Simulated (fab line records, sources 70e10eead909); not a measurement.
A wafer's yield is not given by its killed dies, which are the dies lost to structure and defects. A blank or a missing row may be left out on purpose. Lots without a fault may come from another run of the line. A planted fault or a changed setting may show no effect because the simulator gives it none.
Matching of chambers | flow nand_harc | NHARC_A_STAIRCASE_DEP_151 on pecvd-03 has 3 sister chambers
The step deposits SiO2, target thk 7200 nm. 14 wafers are shown with their chamber, then 7 later ones without.

== WAFERS PAIRED WITH THEIR CHAMBERS ==
wafer  | chamber | rf_fwd_power_W (W) | susceptor_temp_C (C) | heater_power_w (W)
L074.1 | 0       | 500.2              | 400.07               | 594
L074.3 | 1       | 500.4              | 399.96               | 654
L074.6 | 2       | 497.6              | 399.82               | 581
L076.1 | 2       | 499.8              | 400.12               | 718
L076.4 | 1       | 498.8              | 400.11               | 615
L076.5 | 0       | 499.2              | 399.99               | 556
L079.1 | 0       | 499.4              | 399.75               | 652
L079.3 | 2       | 498.7              | 399.78               | 589
L079.6 | 2       | 498.3              | 400.19               | 598
L085.1 | 0       | 500.4              | 399.90               | 646
L085.2 | 2       | 498.1              | 400.06               | 575
L085.3 | 1       | 501.4              | 400.16               | 699
L089.1 | 2       | 499.7              | 399.80               | 730
L089.4 | 0       | 500.0              | 399.45               | 555

SIGNATURES, as means of the wafers listed above
reading          | chamber 0 | chamber 1 | chamber 2 | scatter within a chamber
rf_fwd_power_W   | 499.840   | 500.200   | 498.700   | 0.877
susceptor_temp_C | 399.8320  | 400.0767  | 399.9617  | 0.197
heater_power_w   | 600.60    | 656.00    | 631.83    | 58.9
Rule: a wafer lies at a distance from a chamber equal to the root of the sum of squares, over the readings, of (its reading less the chamber's mean, divided by the reading's scatter). If the next closest chamber is less than 2 further off than the closest, the wafer can't be placed; otherwise it belongs to the closest. The scatter is the square root of a quotient: the sum, over the shown wafers, of each reading's squared deviation from its chamber's mean, divided by wafers minus chambers.

== WAFERS WITHOUT THEIR CHAMBER ==
wafer  | rf_fwd_power_W (W) | susceptor_temp_C (C) | heater_power_w (W)
L089.6 | 499.2              | 399.96               | 572
L094.1 | 499.0              | 400.03               | 721
L094.2 | 499.7              | 399.97               | 635
L094.4 | 499.6              | 399.93               | 536
L096.2 | 499.3              | 400.06               | 665
L096.4 | 498.9              | 400.48               | 522
L096.5 | 501.3              | 400.12               | 648

== WHICH CHAMBER EACH ONE RAN IN ==
wafer  | from the rows above          | in truth
L089.6 | can't be placed: 0 or 2 or 1 | 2
L094.1 | can't be placed: 2 or 1 or 0 | 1
L094.2 | can't be placed: 1 or 0 or 2 | 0
L094.4 | can't be placed: 0 or 2 or 1 | 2
L096.2 | can't be placed: 2 or 1 or 0 | 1
L096.4 | can't be placed: 2 or 1 or 0 | 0
L096.5 | can't be placed: 1 or 0 or 2 | 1
Placed correctly: 0 of 7. Unplaceable from these rows: 7, with the true chamber sitting among the candidates in 7. Placed wrongly: 0.
